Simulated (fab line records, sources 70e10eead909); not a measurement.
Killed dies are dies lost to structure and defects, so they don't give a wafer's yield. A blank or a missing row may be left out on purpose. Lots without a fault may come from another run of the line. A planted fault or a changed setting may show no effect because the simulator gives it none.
Chamber matching | flow nand_harc | NHARC_P_CONTACT_STRIP_28 on rie_diel-12: 4 sister chambers
The step strips in O2. 16 wafers are shown with their chamber, then 8 later ones without.

WAFERS WITH THEIR CHAMBER
wafer  | chamber | drypump_motor_current_A (A) | oes_product_au (a.u.) | rf_vpp_V (V)
L659.4 | 0       | 6.8                         | 0.990                 | 58.6
L659.5 | 3       | 5.4                         | 1.004                 | 58.6
L659.6 | 0       | 6.7                         | 0.993                 | 59.2
L660.4 | 3       | 5.3                         | 1.005                 | 55.7
L660.5 | 2       | 5.0                         | 1.000                 | 58.6
L660.6 | 1       | 6.6                         | 1.005                 | 58.7
L662.1 | 2       | 5.0                         | 1.001                 | 58.7
L662.2 | 0       | 6.7                         | 0.995                 | 57.8
L662.6 | 1       | 6.6                         | 0.994                 | 58.1
L668.1 | 3       | 5.3                         | 1.004                 | 58.9
L668.2 | 2       | 5.0                         | 1.002                 | 58.9
L668.5 | 1       | 6.6                         | 0.994                 | 57.6
L666.2 | 2       | 5.0                         | 0.996                 | 56.8
L666.4 | 1       | 6.6                         | 0.999                 | 58.9
L666.6 | 3       | 5.3                         | 0.996                 | 57.0
L677.2 | 3       | 5.3                         | 0.996                 | 57.2

SIGNATURES (means of the wafers above)
reading                 | chamber 0 | chamber 1 | chamber 2 | chamber 3 | scatter within a chamber
drypump_motor_current_A | 6.733     | 6.600     | 5.000     | 5.320     | 0.035
oes_product_au          | 0.99267   | 0.99800   | 0.99975   | 1.00100   | 0.00408
rf_vpp_V                | 58.533    | 58.325    | 58.250    | 57.480    | 0.985
Rule: a wafer's distance from a chamber is the root of the sum, over the readings, of the square of ((its reading less the chamber's mean) divided by the reading's scatter). The wafer belongs to the nearest chamber; if the next one is less than 2 further off, it can't be placed. The scatter: the root of (the sum of the squares of (reading less its chamber's mean) over the shown wafers, divided by (wafers less chambers)).

WAFERS WITHOUT THEIR CHAMBER
wafer  | drypump_motor_current_A (A) | oes_product_au (a.u.) | rf_vpp_V (V)
L677.3 | 5.0                         | 1.001                 | 59.1
L677.4 | 6.7                         | 1.011                 | 57.8
L678.1 | 6.6                         | 0.999                 | 58.1
L678.3 | 5.0                         | 0.996                 | 57.4
L678.6 | 6.6                         | 0.997                 | 58.5
L679.1 | 6.6                         | 1.001                 | 59.2
L679.3 | 5.0                         | 0.997                 | 58.4
L679.4 | 6.8                         | 1.000                 | 57.8

WHICH CHAMBER EACH WENT THROUGH
wafer  | from the rows above     | in truth
L677.3 | 2                       | 2
L677.4 | can't be placed: 1 or 0 | 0
L678.1 | 1                       | 1
L678.3 | 2                       | 2
L678.6 | 1                       | 1
L679.1 | 1                       | 1
L679.3 | 2                       | 2
L679.4 | 0                       | 0
Placed correctly: 7 of 8. Can't be placed from these rows: 1 (the true chamber is among the candidates in 1). Placed wrongly: 0.
